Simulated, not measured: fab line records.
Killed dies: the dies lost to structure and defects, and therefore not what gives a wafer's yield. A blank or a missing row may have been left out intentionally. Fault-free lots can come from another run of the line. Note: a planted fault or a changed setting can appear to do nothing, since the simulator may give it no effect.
Matching of chambers	flow n5-finfet	N5_BEOL_M9_STRIP_36 on rie-diel-04: 4 sister chambers
The step strips in N2/H2. 27 wafers are shown with their chamber, then 12 later ones without.

WAFERS, EACH WITH ITS CHAMBER
wafer	chamber	showerhead-plenum-p-Torr (Torr)	drypump-motor-current-A (A)	throttle-valve-pct (%)
L077.1	0	2.50	5.8	24.04
L077.2	3	2.41	5.1	23.30
L077.3	2	2.57	6.2	23.18
L079.3	1	2.32	5.6	23.32
L079.5	2	2.57	6.2	23.20
L079.6	3	2.41	5.1	23.30
L078.1	1	2.32	5.7	23.31
L078.5	1	2.33	5.7	23.33
L078.6	3	2.41	5.1	23.30
L081.3	1	2.32	5.7	23.32
L081.4	3	2.40	5.2	23.28
L081.5	2	2.57	6.2	23.19
L082.2	2	2.57	6.2	23.17
L082.3	3	2.41	5.2	23.31
L082.6	3	2.41	5.2	23.32
L087.1	2	2.56	6.2	23.24
L087.4	0	2.49	5.8	23.81
L087.5	2	2.56	6.2	23.20
L089.1	3	2.40	5.2	23.32
L089.4	2	2.56	6.2	23.24
L089.6	1	2.32	5.7	23.34
L090.2	3	2.40	5.2	23.33
L090.4	0	2.49	5.8	23.79
L090.5	1	2.32	5.7	23.33
L091.2	0	2.49	5.8	23.82
L091.5	3	2.40	5.2	23.34
L091.6	2	2.56	6.2	23.23

SIGNATURES, as means of the wafers listed above
reading	chamber 0	chamber 1	chamber 2	chamber 3	scatter within a chamber
showerhead-plenum-p-Torr	2.4925	2.3217	2.5650	2.4056	0.00502
drypump-motor-current-A	5.800	5.683	6.200	5.167	0.0351
throttle-valve-pct	23.8650	23.3250	23.2063	23.3111	0.0465
Rule: for a wafer and a chamber, the distance is found by dividing, reading by reading, the gap between the wafer's reading and the chamber's mean by the reading's scatter, squaring, summing and taking the root. The wafer belongs to the nearest chamber; if the next one is less than 2 further off, it can't be placed. The scatter: the root of (the sum of the squares of (reading less its chamber's mean) over the shown wafers, divided by (wafers less chambers)).

WAFERS WHOSE CHAMBER IS MISSING
wafer	showerhead-plenum-p-Torr (Torr)	drypump-motor-current-A (A)	throttle-valve-pct (%)
L094.1	2.31	5.7	23.33
L094.4	2.49	5.8	23.79
L094.5	2.31	5.7	23.37
L092.4	2.31	5.7	23.38
L092.5	2.49	5.8	23.81
L092.6	2.56	6.2	23.25
L095.1	2.49	5.8	23.81
L095.3	2.31	5.6	23.38
L095.4	2.31	5.7	23.37
L097.2	2.55	6.2	23.26
L097.3	2.31	5.7	23.35
L097.5	2.48	5.8	23.76

WHICH CHAMBER EACH ONE RAN IN
wafer	from the rows above	in truth
L094.1	1	1
L094.4	0	0
L094.5	1	1
L092.4	1	1
L092.5	0	0
L092.6	2	2
L095.1	0	0
L095.3	1	1
L095.4	1	1
L097.2	2	2
L097.3	1	1
L097.5	0	0
Correct placement for 12 of the 12. Can't be placed from these rows: 0. Number placed wrongly: 0.
